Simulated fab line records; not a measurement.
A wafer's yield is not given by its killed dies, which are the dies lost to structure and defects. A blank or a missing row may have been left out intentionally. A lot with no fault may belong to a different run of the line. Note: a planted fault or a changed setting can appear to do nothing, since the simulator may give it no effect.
Matching of chambers    flow n5 finfet    N5_BEOL_M8_ETCH_61 on rie diel-02: 4 sister chambers
The step etches SiARC in CF4, target depth 45.5 nm, time 75.8 s. 8 wafers are shown with their chamber, then 12 later ones without.

== EACH WAFER AND ITS CHAMBER ==
wafer   chamber  showerhead plenum p Torr (Torr)  throttle valve pct (%)
L088.1  3        2.11                             15.55
L088.2  0        2.23                             15.93
L088.4  1        2.24                             15.95
L090.1  1        2.23                             15.94
L090.6  2        2.09                             15.37
L091.1  2        2.09                             15.36
L091.2  0        2.22                             15.96
L091.3  3        2.11                             15.57

== WAFERS WITHOUT THEIR CHAMBER ==
wafer   showerhead plenum p Torr (Torr)  throttle valve pct (%)
L092.4  2.09                             15.36
L092.5  2.23                             15.95
L092.6  2.09                             15.38
L094.2  2.09                             15.36
L094.5  2.11                             15.58
L094.6  2.09                             15.37
L095.2  2.23                             15.96
L095.4  2.09                             15.38
L095.6  2.11                             15.56
L096.1  2.22                             15.96
L096.2  2.23                             15.96
L096.3  2.09                             15.38

== EACH ONE'S CHAMBER ==
wafer   from the rows above      in truth
L092.4  2                        2
L092.5  can't be placed: 0 or 1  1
L092.6  2                        2
L094.2  2                        2
L094.5  3                        3
L094.6  2                        2
L095.2  can't be placed: 0 or 1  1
L095.4  2                        2
L095.6  3                        3
L096.1  can't be placed: 0 or 1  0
L096.2  can't be placed: 0 or 1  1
L096.3  2                        2
8 of 12 placed correctly. Cannot be placed on the basis of these rows: 4; the candidates contain the true chamber in 4. 0 placed wrongly.
How it was worked out, from the rows above alone: a wafer's distance from a chamber is the root of the sum, over the readings, of the square of ((its reading less the chamber's mean) divided by the reading's scatter). The wafer belongs to the nearest chamber; if the next one is less than 2 further off, it can't be placed. The mean given for a chamber averages the wafers shown for that chamber. The scatter: take each reading less its chamber's mean, square it, sum over the shown wafers, divide by the number of wafers less the number of chambers, and take the root.
